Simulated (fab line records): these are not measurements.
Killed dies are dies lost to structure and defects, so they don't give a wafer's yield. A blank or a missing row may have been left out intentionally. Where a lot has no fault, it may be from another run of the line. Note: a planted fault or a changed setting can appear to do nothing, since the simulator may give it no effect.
Matching of chambers    flow n5 finfet    rie si-05 running N5_DUMMY_GATE_ETCH_32: 4 sister chambers
The step etches SiO2 in CF4, target depth 3.5 nm, time 3.9 s. 8 wafers are shown with their chamber, then 9 later ones without.

WAFERS PAIRED WITH THEIR CHAMBERS
wafer   chamber  throttle valve pct (%)  oes product au (a.u.)
L077.4  3        22.07                   1.049
L082.1  3        22.06                   1.060
L086.1  2        21.51                   0.982
L086.5  1        21.77                   0.966
L086.6  0        21.69                   0.954
L089.3  0        21.68                   0.948
L089.4  1        21.78                   0.966
L089.6  2        21.51                   0.971

WAFERS WITH NO CHAMBER GIVEN
wafer   throttle valve pct (%)  oes product au (a.u.)
L090.2  21.52                   0.989
L090.4  22.06                   1.060
L090.5  21.67                   0.960
L092.1  21.78                   0.958
L092.3  21.70                   0.949
L092.5  22.06                   1.058
L097.4  21.76                   0.972
L097.5  21.53                   0.989
L097.6  21.78                   0.971

WHICH CHAMBER EACH ONE RAN IN
wafer   from the rows above  in truth
L090.2  2                    2
L090.4  3                    3
L090.5  0                    0
L092.1  1                    1
L092.3  0                    0
L092.5  3                    3
L097.4  1                    1
L097.5  2                    2
L097.6  1                    1
Correctly placed: 9 of 9. From these rows, 0 cannot be placed. 0 placed wrongly.
How it was worked out, from the rows above alone: a wafer's distance from a chamber is the root of the sum, over the readings, of the square of ((its reading less the chamber's mean) divided by the reading's scatter). The wafer belongs to the nearest chamber; if the next one is less than 2 further off, it can't be placed. For every chamber, the mean is computed from those of its wafers that are shown. The scatter is the square root of a quotient: the sum, over the shown wafers, of each reading's squared deviation from its chamber's mean, divided by wafers minus chambers.
